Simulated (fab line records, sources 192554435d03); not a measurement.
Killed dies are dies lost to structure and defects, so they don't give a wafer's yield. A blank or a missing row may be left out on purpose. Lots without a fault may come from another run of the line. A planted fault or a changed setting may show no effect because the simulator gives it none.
Split-lot experiment | flow n5_finfet | 7 lots, 39 wafers read, on a route of 1938 steps

THE SPLIT
At N5_BEOL_M10_ILD_DEP_00 (deposits SiCOH lowk from DEMS/porogen, target thk 308.51 nm, time 58 s), the setting target_thk_a was moved away from the recipe's 3085.1 angstrom on 12 of the 39 wafers read, by -43.5% to +15.0%. The other wafers ran this setting at the recipe's value.

FROM THE SPLIT TO THE READING: what the file shows between them, 1 step
- N5_BEOL_M10_CURE_71: cures SiCOH lowk, time 240 s

THE READING
M10_ILD_THK, in nm, at N5_BEOL_M10_THK_MEAS_01. Fault-free wafers of this fab line usually give 268 nm, standard deviation 3.6 nm.

wafer  | tool, chamber at the split | target_thk_a as run, angstrom | against the recipe | M10_ILD_THK, nm | against lot-mates on the recipe
L076.1 | pecvd-03, 0                | 3085.1                        | recipe             | 267             | -
L076.2 | pecvd-03, 1                | 3085.1                        | recipe             | 268             | -
L076.3 | pecvd-03, 2                | 3085.1                        | recipe             | 263             | -
L076.4 | pecvd-03, 0                | 3085.1                        | recipe             | 269             | -
L076.5 | pecvd-03, 1,2              | 3085.1                        | recipe             | 270             | -
L076.6 | pecvd-03, 1,2              | 3085.1                        | recipe             | 270             | -
L080.1 | pecvd-02, 0                | 2590                          | -16.0%             | 219             | -51
L080.2 | pecvd-02, 2                | 3085.1                        | recipe             | 267             | -
L080.3 | pecvd-02, 1                | 2590                          | -16.0%             | 223             | -47
L080.4 | pecvd-02, 0                | 2590                          | -16.0%             | 225             | -45
L080.5 | pecvd-02, 1                | 3085.1                        | recipe             | 274             | -
L080.6 | pecvd-02, 2                | 3085.1                        | recipe             | 269             | -
L081.1 | pecvd-02, 1                | 3085.1                        | recipe             | 266             | -
L081.2 | pecvd-02, 2                | 3085.1                        | recipe             | 270             | -
L081.3 | pecvd-02, 0                | 1744                          | -43.5%             | 150             | -119
L081.4 | pecvd-02, 2                | 1744                          | -43.5%             | 152             | -117
L081.5 | pecvd-02, 1                | 1744                          | -43.5%             | 157             | -112
L081.6 | pecvd-02, 0                | 3085.1                        | recipe             | 272             | -
L085.1 | pecvd-02, 0                | 2536                          | -17.8%             | 219             | -50
L085.2 | pecvd-02, 1                | 3085.1                        | recipe             | 269             | -
L085.3 | pecvd-02, 2                | 2536                          | -17.8%             | 221             | -48
L085.4 | pecvd-02, 0                | 3085.1                        | recipe             | 270             | -
L085.5 | pecvd-02, 2                | 2536                          | -17.8%             | 225             | -44
L085.6 | pecvd-02, 1                | 3085.1                        | recipe             | 269             | -
L091.2 | pecvd-02, 2,0              | 3085.1                        | recipe             | 263             | -
L091.3 | pecvd-02, 2,0              | 3085.1                        | recipe             | 262             | -
L091.6 | pecvd-02, 1                | 3085.1                        | recipe             | 267             | -
L093.1 | pecvd-02, 2                | 3548                          | +15.0%             | 303             | +38
L093.2 | pecvd-02, 0                | 3085.1                        | recipe             | 261             | -
L093.3 | pecvd-02, 1                | 3548                          | +15.0%             | 304             | +39
L093.4 | pecvd-02, 1                | 3085.1                        | recipe             | 268             | -
L093.5 | pecvd-02, 0                | 3548                          | +15.0%             | 308             | +43
L093.6 | pecvd-02, 2                | 3085.1                        | recipe             | 267             | -
L097.1 | pecvd-04, 2                | 3085.1                        | recipe             | 262             | -
L097.2 | pecvd-04, 1                | 3085.1                        | recipe             | 261             | -
L097.3 | pecvd-04, 0                | 3085.1                        | recipe             | 265             | -
L097.4 | pecvd-04, 1,0              | 3085.1                        | recipe             | 269             | -
L097.5 | pecvd-04, 2                | 3085.1                        | recipe             | 267             | -
L097.6 | pecvd-04, 1,0              | 3085.1                        | recipe             | 269             | -
Where a row lists several chambers, the file gives one row for several wafers and doesn't say which wafer went through which chamber.

THE FIT
A straight line over all 39 wafers: M10_ILD_THK changes by +2.62 nm for each +1% of target_thk_a; r = +1.00; the points scatter about the line by 3.3 nm.
The same after taking each lot's own level away (the mean of its wafers on the recipe; 39 wafers): +2.69 nm for each +1%; r = +1.00; scatter 2.9 nm.
On that fit, the largest move of target_thk_a shifts the reading by 1.2e+02 nm.
The lots' own levels span 264.0 to 270.0 nm, that is 1.7 times the standard deviation above.
So the lot-to-lot level changes the slope little: the two slopes agree.
Check: with one of the wafers moved furthest among these (-43.5%) left out of the fit, the line predicts -117 nm for it against its lot-mates. It came out at -119 nm against them.

THE WHOLE CHAIN: every reading that the file lists as answering this split, in the file's order
step                    | what it does                                                           | reading                                                                                   | change (the file's fit)              | r (the file's)
N5_BEOL_M10_ILD_DEP_00  | deposits SiCOH lowk from DEMS/porogen, target thk 308.51 nm, time 58 s | SiCOH_lowk_of_BEOL_M10_ILD_DEP_00.thk_nm (the simulator's own value, which no gauge read) | +3.08 nm for each +1% of the setting | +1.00
N5_BEOL_M10_CURE_71     | cures SiCOH lowk, time 240 s                                           | SiCOH_lowk_of_BEOL_M10_ILD_DEP_00.thk_nm (the simulator's own value, which no gauge read) | +2.71 nm for each +1% of the setting | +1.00
N5_BEOL_M10_THK_MEAS_01 |                                                                        | M10_ILD_THK                                                                               | +2.7 for each +1% of the setting     | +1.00

THE FILE'S OWN FIT
M10_ILD_THK changes by +2.7 nm for each +1% of target_thk_a, r = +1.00.
